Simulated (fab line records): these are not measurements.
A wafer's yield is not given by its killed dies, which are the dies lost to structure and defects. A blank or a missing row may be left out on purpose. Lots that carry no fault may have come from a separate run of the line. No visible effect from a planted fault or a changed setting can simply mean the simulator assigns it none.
Which tool did it? / flow nand harc / 39 wafers from 13 lots sampled at 5 of the route's 1159 steps

== WHAT THE GAUGES SHOWED, per wafer ==
NHARC_A_M1_INSPECT_11. Usual: raw defect count 30, standard deviation 11.
lot=L759; measured=day 17 20:54; on=defect inspect-01; raw defect count=38 38 29; flag=
lot=L760; measured=day 18 01:35; on=defect inspect-01; raw defect count=7 12 12; flag=
lot=L761; measured=day 18 01:13; on=defect inspect-01; raw defect count=28 24 17; flag=
lot=L764; measured=day 18 07:59; on=defect inspect-02; raw defect count=29 19 24; flag=
lot=L763; measured=day 19 03:26; on=defect inspect-02; raw defect count=19 33 20; flag=
lot=L766; measured=day 19 18:00; on=defect inspect-01; raw defect count=35 29 26; flag=
lot=L765; measured=day 20 00:21; on=defect inspect-01; raw defect count=26 28 33; flag=
lot=L773; measured=day 20 19:06; on=defect inspect-02; raw defect count=26 29 24; flag=
lot=L779; measured=day 23 08:01; on=defect inspect-01; raw defect count=34 32 38; flag=
lot=L780; measured=day 23 18:46; on=defect inspect-01; raw defect count=22 17 14; flag=
lot=L781; measured=day 23 18:32; on=defect inspect-01; raw defect count=23 24 36; flag=
lot=L782; measured=day 23 19:22; on=defect inspect-01; raw defect count=46 45 35; flag=

NHARC_END_SORT_01. Usual: killed at array 28, standard deviation 8.6; killed at other 0.7, standard deviation 1.2; killed at periphery 3.1, standard deviation 2.3; killed dies 32, standard deviation 8.7; killed open 3.2, standard deviation 1.7; killed short 2.0, standard deviation 1.5.
lot=L769; measured=day 21 20:43; on=prober-01; killed at array=579 462 570; killed at other=2 1 1; killed at periphery=4 3 5; killed dies=585 466 576; killed open=7 3 4; killed short=5 2 2; flag=OFF

== WHAT TOOL EACH LOT RAN ON (gives the tool, then ch and the chambers of the sampled wafers, and finally the start) ==
lot=L759; NHARC_A_STAIRCASE_CVD_552=lpcvd-02 ch 1, day 12 16:55; NHARC_A_BONDPAD_ETCH_24=rie diel-03 ch 1,2,3, day 19 01:32 or earlier; NHARC_THIN_TSV_DEP_47=pecvd-02 ch 0,1,2, day 19 01:32
lot=L760; NHARC_A_STAIRCASE_CVD_552=lpcvd-01 ch 0, day 12 23:49; NHARC_A_BONDPAD_ETCH_24=rie diel-03 ch 0,2,3, day 19 02:51 or earlier; NHARC_THIN_TSV_DEP_47=pecvd-02 ch 0,1,2, day 19 02:51
lot=L761; NHARC_A_STAIRCASE_CVD_552=lpcvd-01 ch 0, day 12 23:49; NHARC_A_BONDPAD_ETCH_24=rie diel-03 ch 0,2,3, day 18 23:25 or earlier; NHARC_THIN_TSV_DEP_47=pecvd-02 ch 0,1,2, day 18 23:25
lot=L764; NHARC_A_STAIRCASE_CVD_552=lpcvd-01 ch 1, day 13 05:49; NHARC_A_BONDPAD_ETCH_24=rie diel-03 ch 1,2, day 19 07:28 or earlier; NHARC_THIN_TSV_DEP_47=pecvd-02 ch 1,2, day 19 07:28
lot=L763; NHARC_A_STAIRCASE_CVD_552=lpcvd-02 ch 0, day 13 13:39; NHARC_A_BONDPAD_ETCH_24=rie diel-03 ch 0,3, day 20 03:59 or earlier; NHARC_THIN_TSV_DEP_47=pecvd-01 ch 0,2, day 20 03:59
lot=L766; NHARC_A_STAIRCASE_CVD_552=lpcvd-02 ch 1, day 13 22:28; NHARC_A_BONDPAD_ETCH_24=rie diel-03 ch 0,1,2, day 20 15:41 or earlier; NHARC_THIN_TSV_DEP_47=pecvd-02 ch 1,2, day 20 15:41
lot=L765; NHARC_A_STAIRCASE_CVD_552=lpcvd-02 ch 0, day 14 07:55; NHARC_A_BONDPAD_ETCH_24=rie diel-03 ch 2,3, day 20 23:17 or earlier; NHARC_THIN_TSV_DEP_47=pecvd-02 ch 1,2, day 20 23:17
lot=L769; NHARC_A_STAIRCASE_CVD_552=lpcvd-02 ch 0, day 14 14:56; NHARC_A_BONDPAD_ETCH_24=-; NHARC_THIN_TSV_DEP_47=-
lot=L773; NHARC_A_STAIRCASE_CVD_552=lpcvd-01 ch 1, day 15 19:59; NHARC_A_BONDPAD_ETCH_24=rie diel-03 ch 0,1,2, day 21 14:15 or earlier; NHARC_THIN_TSV_DEP_47=pecvd-02 ch 0,1, day 21 14:15
lot=L779; NHARC_A_STAIRCASE_CVD_552=lpcvd-01 ch 0, day 17 12:40; NHARC_A_BONDPAD_ETCH_24=rie diel-03 ch 2,3, day 24 05:33 or earlier; NHARC_THIN_TSV_DEP_47=pecvd-02 ch 0,1,2, day 24 05:33
lot=L780; NHARC_A_STAIRCASE_CVD_552=lpcvd-01 ch 0, day 17 12:40; NHARC_A_BONDPAD_ETCH_24=rie diel-03 ch 1,2,3, day 24 18:04 or earlier; NHARC_THIN_TSV_DEP_47=pecvd-03 ch 1,2, day 24 18:04
lot=L781; NHARC_A_STAIRCASE_CVD_552=lpcvd-01 ch 1, day 18 04:05; NHARC_A_BONDPAD_ETCH_24=rie diel-04 ch 0,3, day 24 17:27 or earlier; NHARC_THIN_TSV_DEP_47=pecvd-01 ch 0,1,2, day 24 17:27
lot=L782; NHARC_A_STAIRCASE_CVD_552=lpcvd-01 ch 0, day 18 04:05; NHARC_A_BONDPAD_ETCH_24=rie diel-03 ch 0,1,2, day 24 19:29 or earlier; NHARC_THIN_TSV_DEP_47=pecvd-01 ch 0,2, day 24 19:29
- NHARC_A_STAIRCASE_CVD_552: deposits SiNx, target thk 40 nm.
- NHARC_A_BONDPAD_ETCH_24: etches the open film in CF4/N2, target depth 30 nm, time 72.99 s.
- NHARC_THIN_TSV_DEP_47: deposits SiO2, target thk 200 nm.

== AS READ BY THE TOOLS THEMSELVES (means over the sampled wafers that have a number; for cases with no such wafer, the mark the record gives instead) ==
NHARC_A_BONDPAD_ETCH_24. Usual: bias w 100.0 W, standard deviation 0.31; drypump motor current A 5.6 A, standard deviation 0.53; oes product au 0.992 a.u., standard deviation 0.0073; rf vpp V 314.4 V, standard deviation 2.5; showerhead plenum p Torr 2.63 Torr, standard deviation 0.14; throttle valve pct 19.794 %, standard deviation 0.0087.
lot=L759; tool=rie diel-03; bias w (W)=100.0; drypump motor current A (A)=6.0; oes product au (a.u.)=0.986; rf vpp V (V)=315.9; showerhead plenum p Torr (Torr)=2.69; throttle valve pct (%)=19.798; flag=
lot=L760; tool=rie diel-03; bias w (W)=100.0; drypump motor current A (A)=5.6; oes product au (a.u.)=0.995; rf vpp V (V)=313.7; showerhead plenum p Torr (Torr)=2.60; throttle valve pct (%)=19.790; flag=
lot=L761; tool=rie diel-03; bias w (W)=100.1; drypump motor current A (A)=5.6; oes product au (a.u.)=0.986; rf vpp V (V)=313.7; showerhead plenum p Torr (Torr)=2.60; throttle valve pct (%)=19.799; flag=
lot=L764; tool=rie diel-03; bias w (W)=99.8; drypump motor current A (A)=6.1; oes product au (a.u.)=0.991; rf vpp V (V)=316.5; showerhead plenum p Torr (Torr)=2.77; throttle valve pct (%)=19.800; flag=
lot=L763; tool=rie diel-03; bias w (W)=100.1; drypump motor current A (A)=5.4; oes product au (a.u.)=0.993; rf vpp V (V)=311.8; showerhead plenum p Torr (Torr)=2.49; throttle valve pct (%)=19.791; flag=
lot=L766; tool=rie diel-03; bias w (W)=99.9; drypump motor current A (A)=5.7; oes product au (a.u.)=0.981; rf vpp V (V)=315.0; showerhead plenum p Torr (Torr)=2.69; throttle valve pct (%)=19.790; flag=
lot=L765; tool=rie diel-03; bias w (W)=99.6; drypump motor current A (A)=6.1; oes product au (a.u.)=0.984; rf vpp V (V)=316.3; showerhead plenum p Torr (Torr)=2.72; throttle valve pct (%)=19.798; flag=
lot=L773; tool=rie diel-03; bias w (W)=100.0; drypump motor current A (A)=5.7; oes product au (a.u.)=0.990; rf vpp V (V)=315.2; showerhead plenum p Torr (Torr)=2.69; throttle valve pct (%)=19.792; flag=
lot=L779; tool=rie diel-03; bias w (W)=99.8; drypump motor current A (A)=5.9; oes product au (a.u.)=0.991; rf vpp V (V)=314.1; showerhead plenum p Torr (Torr)=2.60; throttle valve pct (%)=19.796; flag=
lot=L780; tool=rie diel-03; bias w (W)=100.1; drypump motor current A (A)=6.0; oes product au (a.u.)=0.988; rf vpp V (V)=315.2; showerhead plenum p Torr (Torr)=2.69; throttle valve pct (%)=19.796; flag=
lot=L781; tool=rie diel-04; bias w (W)=99.9; drypump motor current A (A)=5.6; oes product au (a.u.)=0.995; rf vpp V (V)=313.6; showerhead plenum p Torr (Torr)=2.60; throttle valve pct (%)=19.796; flag=
lot=L782; tool=rie diel-03; bias w (W)=100.2; drypump motor current A (A)=5.7; oes product au (a.u.)=0.988; rf vpp V (V)=314.7; showerhead plenum p Torr (Torr)=2.69; throttle valve pct (%)=19.801; flag=

NHARC_THIN_TSV_DEP_47. Usual: throttle valve pct 15.9 %, standard deviation 0.4.
lot=L759; tool=pecvd-02; throttle valve pct (%)=15.8; flag=
lot=L760; tool=pecvd-02; throttle valve pct (%)=15.7; flag=
lot=L761; tool=pecvd-02; throttle valve pct (%)=15.7; flag=
lot=L764; tool=pecvd-02; throttle valve pct (%)=16.0; flag=
lot=L763; tool=pecvd-01; throttle valve pct (%)=16.2; flag=
lot=L766; tool=pecvd-02; throttle valve pct (%)=16.0; flag=
lot=L765; tool=pecvd-02; throttle valve pct (%)=15.9; flag=
lot=L773; tool=pecvd-02; throttle valve pct (%)=15.8; flag=
lot=L779; tool=pecvd-02; throttle valve pct (%)=15.8; flag=
lot=L780; tool=pecvd-03; throttle valve pct (%)=16.2; flag=
lot=L781; tool=pecvd-01; throttle valve pct (%)=16.6; flag=
lot=L782; tool=pecvd-01; throttle valve pct (%)=16.6; flag=

== THE ANSWER, worked out from the rows above alone ==
Rule: take the mean of a lot's wafers that have a number; if it is more than 3 standard deviations from the usual mean, the lot is off. A lot without any number at a reading at which 4 lots or more have one is off too. Any other lot the step has rows for is counted as sound. Order of review: gauges by route order, followed by the tools' own readings, for which a lot's mean as printed above is used. At the first step where some lot is off, the reading lying furthest off is the one used; lots without a number count as furthest.
Off at NHARC_END_SORT_01 (killed at array): L769. Neither off nor sound, because the step has no rows for them: L759, L760, L761, L764, L763, L766, L765, L773, L779, L780, L781, L782.
If a tool, at a process step before that reading, ran all the lots that are off and no sound lot after the first of them, it fits. Those tools and the gauges at NHARC_END_SORT_01 are tried in the same way. This does not decide it: 2 tools fit, namely lpcvd-02 at NHARC_A_STAIRCASE_CVD_552 and prober-01 at NHARC_END_SORT_01.

== WHAT HAD BEEN PUT IN BY THE SIMULATOR ==
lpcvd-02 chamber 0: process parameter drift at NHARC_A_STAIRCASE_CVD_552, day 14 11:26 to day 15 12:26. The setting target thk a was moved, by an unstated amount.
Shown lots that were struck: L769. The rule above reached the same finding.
